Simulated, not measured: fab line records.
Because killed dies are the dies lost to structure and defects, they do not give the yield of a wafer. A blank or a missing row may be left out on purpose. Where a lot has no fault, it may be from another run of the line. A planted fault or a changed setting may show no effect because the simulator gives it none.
The same fault as seen by 2 desks ; flow n5-finfet ; each desk has only its own numbers; what lay behind them comes last

FROM THE METROLOGY DESK
What the gauges read for every lot (on any tool): the sampled wafers with a number, averaged. A lot is out of limits, marked OUT, if its mean lies more than 4 standard deviations from the usual mean; the brackets give that distance. Of its 12 readings 7 are shown: those that lie furthest out on some lot.
Columns: A = CJ_N at N5_BEOL_M4_RC_MEAS_101, usual 4.36; B = IOFF_N at N5_BEOL_M4_RC_MEAS_101, usual 0.16 nA/um; C = IOFF_N_85C at N5_BEOL_M4_RC_MEAS_101, usual 3.1 nA/um; D = ION_N at N5_BEOL_M4_RC_MEAS_101, usual 675 uA/um; E = ION_P at N5_BEOL_M4_RC_MEAS_101, usual 462 uA/um; F = SS_N at N5_BEOL_M4_RC_MEAS_101, usual 71.5 mV/dec; G = VT_P at N5_BEOL_M4_RC_MEAS_101, usual -251 mV
lot;first seen here;A;B;C;D;E;F;G
L455;day 8 14:11;4.51;0.15;3.0;674;466;71.9;-252
L461;day 10 00:34;4.24;0.14;2.8;658;448;72.0;-256
L471;day 12 09:49;4.70;0.23;4.2;692;464;73.5;-250
Result from this desk: across the 3 lots, nothing is out of limits.

THE TOOL OWNER'S DESK: rie-si-05
The tool's own readings at N5_SD_EPI_N_SD_RECESS_17 (chemistry HBr/Cl2/O2, target depth 41 nm, time 23.7 s, bt time 3 s): means of the sampled wafers that have a number, for each lot that ran on this tool. A lot is out of limits, marked OUT, if its mean lies more than 4 standard deviations from the usual mean; the brackets give that distance.
Columns: A = O2_flow_sccm at N5_SD_EPI_N_SD_RECESS_17, usual 12.00 sccm; B = drypump-motor-current-A at N5_SD_EPI_N_SD_RECESS_17, usual 5.9 A; C = he-backside-leak-sccm at N5_SD_EPI_N_SD_RECESS_17, usual 2.8 sccm; D = oes-product-au at N5_SD_EPI_N_SD_RECESS_17, usual 1.008 a.u.; E = throttle-valve-pct at N5_SD_EPI_N_SD_RECESS_17, usual 37.1 %
lot;first seen here;A;B;C;D;E
L455;day 3 20:04;12.02;5.7;2.8;1.019;37.1
L471;day 7 19:31;12.03;5.3;2.4;1.013;36.8
Result from this desk: across the 2 lots, nothing is out of limits.

PUT TOGETHER
At the metrology desk, nothing out of limits was observed.
The tool owner's desk saw nothing out of limits.

WHAT THE SIMULATOR PUT IN
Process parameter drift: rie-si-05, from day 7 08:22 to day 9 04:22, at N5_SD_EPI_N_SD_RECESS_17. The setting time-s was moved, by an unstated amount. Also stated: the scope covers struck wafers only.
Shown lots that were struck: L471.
